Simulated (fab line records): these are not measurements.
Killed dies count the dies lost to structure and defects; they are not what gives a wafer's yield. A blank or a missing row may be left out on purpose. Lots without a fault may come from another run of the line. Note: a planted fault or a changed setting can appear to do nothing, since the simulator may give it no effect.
8D (eight disciplines) problem report, filled in by code + flow nand harc + the parts of the form that need people (team, actions taken, sign-off) are left out

## 1. WHAT WENT WRONG
Wafers without a fault read 28.970, standard deviation 0.03; exposure dose mJ cm2 at NHARC_A_STAIRCASE_EXPOSE_438 reads a mean of 43.924 on 6 wafers belonging to 2 lots. So: +99 or more standard deviations from the usual mean.
The step: exposes mask STAIR REV.
First observed at day 22 22:35: wafer L698.1, on krf scanner-03. At this step, 36 wafers from 12 lots have a number in the record. The rule behind "out" and "out of limits": a value lying over 4 standard deviations away from the usual mean. The rest of the wafers with a number are treated as sound.

## 2. WHAT IT IS, AND WHAT IT ISN'T
| question                    | is                     | is not                                                                                             |
|-----------------------------|------------------------|----------------------------------------------------------------------------------------------------|
| which readings at this step | exposure dose mJ cm2   | -                                                                                                  |
| which lots                  | L698, L700             | L688, L689, L690, L692, L702, L705, L707, L708, L709, L710                                         |
| which wafers of those lots  | all that have a number | -                                                                                                  |
| read on which tools         | krf scanner-03         | krf scanner-01, krf scanner-04                                                                     |
| when                        | from day 22 22:35      | up to then (12 sound wafers); but 18 sound wafers of L702, L705, L707, L708, L709, L710 came after |

## 3. WHAT RULES OUT EACH SUSPECT
Counting: any tool at a process step up to the reading is kept as a suspect provided that every lot that is out went through it and no sound lot did after the first of them.
- pecvd-04 at NHARC_A_STAIRCASE_DEP_417 (deposits Si3N4, target thk 60 nm): ruled out as a lasting fault. The sound lots L702, L708, L710 went through it after L698, its earliest lot that is out (day 21 11:40).
- krf scanner-03 at NHARC_A_STAIRCASE_EXPOSE_438 (exposes mask STAIR REV): kept. It ran every lot that is out, first L698 (day 22 22:35), and no sound lot after that; its last sound lot up to then is L692 (day 21 00:19). Out on those wafers are its own readings of exposure dose mJ cm2.
Left after counting: krf scanner-03 at NHARC_A_STAIRCASE_EXPOSE_438.

## 4. THE CAUSE (what the simulator had put in)
Drift in process parameters on krf scanner-03 at NHARC_A_STAIRCASE_EXPOSE_438, starting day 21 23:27. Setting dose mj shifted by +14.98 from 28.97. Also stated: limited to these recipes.
This tool alone remained once counting was done.

## 5. THE EFFECT CHAIN, in route order
One row per reading whose mean, taken over the struck wafers that have a number, lies over 3 standard deviations from the usual. Only readings for which the record gives a usual standard deviation are gone through. hours: the time from each lot's start at the first step in this table that gives one to its start at this step, as a median over the lots. sigmas: the change in usual standard deviations.
| hours | step                         | reading              | usual  | on struck wafers | change  | sigmas      |
|-------|------------------------------|----------------------|--------|------------------|---------|-------------|
| 0     | NHARC_A_STAIRCASE_EXPOSE_438 | exposure dose mJ cm2 | 28.970 | 43.924           | +14.954 | +99 or more |
Here are the process steps it includes:
- NHARC_A_STAIRCASE_EXPOSE_438: exposes mask STAIR REV.

## 6. WHAT WOULD HAVE CAUGHT IT SOONER
First out-of-limits reading in this record: day 22 22:35, which is 23 hours after fault onset at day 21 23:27.
